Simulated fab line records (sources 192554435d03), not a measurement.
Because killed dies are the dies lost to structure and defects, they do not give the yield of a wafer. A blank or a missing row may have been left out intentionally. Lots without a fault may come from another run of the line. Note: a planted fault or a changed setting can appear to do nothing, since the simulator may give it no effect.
Chamber matching || flow n5 finfet || N5_HKMG_FIN_ALD_36 on ald metal-03 has 4 sister chambers
The step deposits TiN, target thk 1 nm, pulse time 1 s, purge time 3 s. 4 wafers are shown with their chamber, then 11 later ones without.

WAFERS WITH THEIR CHAMBER
{"wafer": "L081.5", "chamber": 3, "heater power w (W)": 800}
{"wafer": "L082.4", "chamber": 0, "heater power w (W)": 899}
{"wafer": "L082.5", "chamber": 1, "heater power w (W)": 1033}
{"wafer": "L086.1", "chamber": 2, "heater power w (W)": 941}

WAFERS WITH NO CHAMBER GIVEN
{"wafer": "L086.2", "heater power w (W)": 1006}
{"wafer": "L086.3", "heater power w (W)": 812}
{"wafer": "L090.3", "heater power w (W)": 964}
{"wafer": "L090.5", "heater power w (W)": 1009}
{"wafer": "L090.6", "heater power w (W)": 962}
{"wafer": "L092.2", "heater power w (W)": 896}
{"wafer": "L092.3", "heater power w (W)": 794}
{"wafer": "L092.5", "heater power w (W)": 818}
{"wafer": "L096.3", "heater power w (W)": 1027}
{"wafer": "L096.4", "heater power w (W)": 887}
{"wafer": "L096.5", "heater power w (W)": 808}

WHICH CHAMBER EACH ONE RAN IN
{"wafer": "L086.2", "from the rows above": 1, "in truth": 1}
{"wafer": "L086.3", "from the rows above": 3, "in truth": 3}
{"wafer": "L090.3", "from the rows above": 2, "in truth": 2}
{"wafer": "L090.5", "from the rows above": 1, "in truth": 1}
{"wafer": "L090.6", "from the rows above": 2, "in truth": 2}
{"wafer": "L092.2", "from the rows above": 0, "in truth": 0}
{"wafer": "L092.3", "from the rows above": 3, "in truth": 3}
{"wafer": "L092.5", "from the rows above": 3, "in truth": 3}
{"wafer": "L096.3", "from the rows above": 1, "in truth": 1}
{"wafer": "L096.4", "from the rows above": 0, "in truth": 0}
{"wafer": "L096.5", "from the rows above": 3, "in truth": 3}
11 of 11 placed correctly. Number that these rows cannot place: 0. 0 placed wrongly.
How it was worked out, from the rows above alone: a wafer's distance from a chamber is the root of the sum, over the readings, of the square of ((its reading less the chamber's mean) divided by the reading's scatter). If the next closest chamber is less than 2 further off than the closest, the wafer can't be placed; otherwise it belongs to the closest. A chamber's mean is the mean of its shown wafers. The scatter (one wafer shown for each chamber): square how far every hidden wafer sits from the nearest shown wafer, average those squares and take the square root.
